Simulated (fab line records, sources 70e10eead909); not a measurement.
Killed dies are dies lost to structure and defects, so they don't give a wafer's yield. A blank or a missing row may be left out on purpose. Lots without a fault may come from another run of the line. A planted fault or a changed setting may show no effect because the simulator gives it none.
Chamber matching | flow nand_harc | NHARC_A_CHANNEL_HOLE_D1_ETCH_38 on rie_diel-12: 4 sister chambers
The step etches the open film in CF4, target depth 39 nm, time 65 s. 14 wafers are shown with their chamber, then 7 later ones without.

WAFERS WITH THEIR CHAMBER
wafer  | chamber | showerhead_plenum_p_Torr (Torr) | drypump_motor_current_A (A) | rf_vpp_V (V)
L202.3 | 3       | 1.78                            | 6.5                         | 151.4
L202.4 | 3       | 1.78                            | 6.5                         | 152.7
L202.6 | 0       | 1.86                            | 6.2                         | 151.3
L205.1 | 3       | 1.78                            | 6.4                         | 151.7
L205.2 | 0       | 1.86                            | 6.3                         | 152.0
L205.4 | 2       | 1.66                            | 6.3                         | 149.0
L206.2 | 1       | 1.74                            | 5.7                         | 151.1
L206.4 | 2       | 1.66                            | 6.3                         | 149.7
L206.6 | 1       | 1.74                            | 5.7                         | 150.5
L209.1 | 0       | 1.85                            | 6.2                         | 153.2
L209.2 | 3       | 1.78                            | 6.5                         | 151.3
L209.4 | 2       | 1.66                            | 6.3                         | 149.7
L210.1 | 1       | 1.74                            | 5.7                         | 151.2
L210.4 | 0       | 1.85                            | 6.2                         | 151.9

SIGNATURES (means of the wafers above)
reading                  | chamber 0 | chamber 1 | chamber 2 | chamber 3 | scatter within a chamber
showerhead_plenum_p_Torr | 1.8550    | 1.7400    | 1.6600    | 1.7800    | 0.00316
drypump_motor_current_A  | 6.225     | 5.700     | 6.300     | 6.475     | 0.0387
rf_vpp_V                 | 152.100   | 150.933   | 149.467   | 151.775   | 0.612
Rule: a wafer's distance from a chamber is the root of the sum, over the readings, of the square of ((its reading less the chamber's mean) divided by the reading's scatter). The wafer belongs to the nearest chamber; if the next one is less than 2 further off, it can't be placed. The scatter: the root of (the sum of the squares of (reading less its chamber's mean) over the shown wafers, divided by (wafers less chambers)).

WAFERS WITHOUT THEIR CHAMBER
wafer  | showerhead_plenum_p_Torr (Torr) | drypump_motor_current_A (A) | rf_vpp_V (V)
L210.6 | 1.74                            | 5.7                         | 150.7
L223.1 | 1.85                            | 6.2                         | 152.5
L223.2 | 1.66                            | 6.3                         | 149.8
L223.6 | 1.66                            | 6.3                         | 149.7
L225.1 | 1.78                            | 6.5                         | 152.0
L225.2 | 1.66                            | 6.3                         | 149.1
L225.5 | 1.85                            | 6.2                         | 152.5

WHICH CHAMBER EACH WENT THROUGH
wafer  | from the rows above | in truth
L210.6 | 1                   | 1
L223.1 | 0                   | 0
L223.2 | 2                   | 2
L223.6 | 2                   | 2
L225.1 | 3                   | 3
L225.2 | 2                   | 2
L225.5 | 0                   | 0
Placed correctly: 7 of 7. Can't be placed from these rows: 0. Placed wrongly: 0.
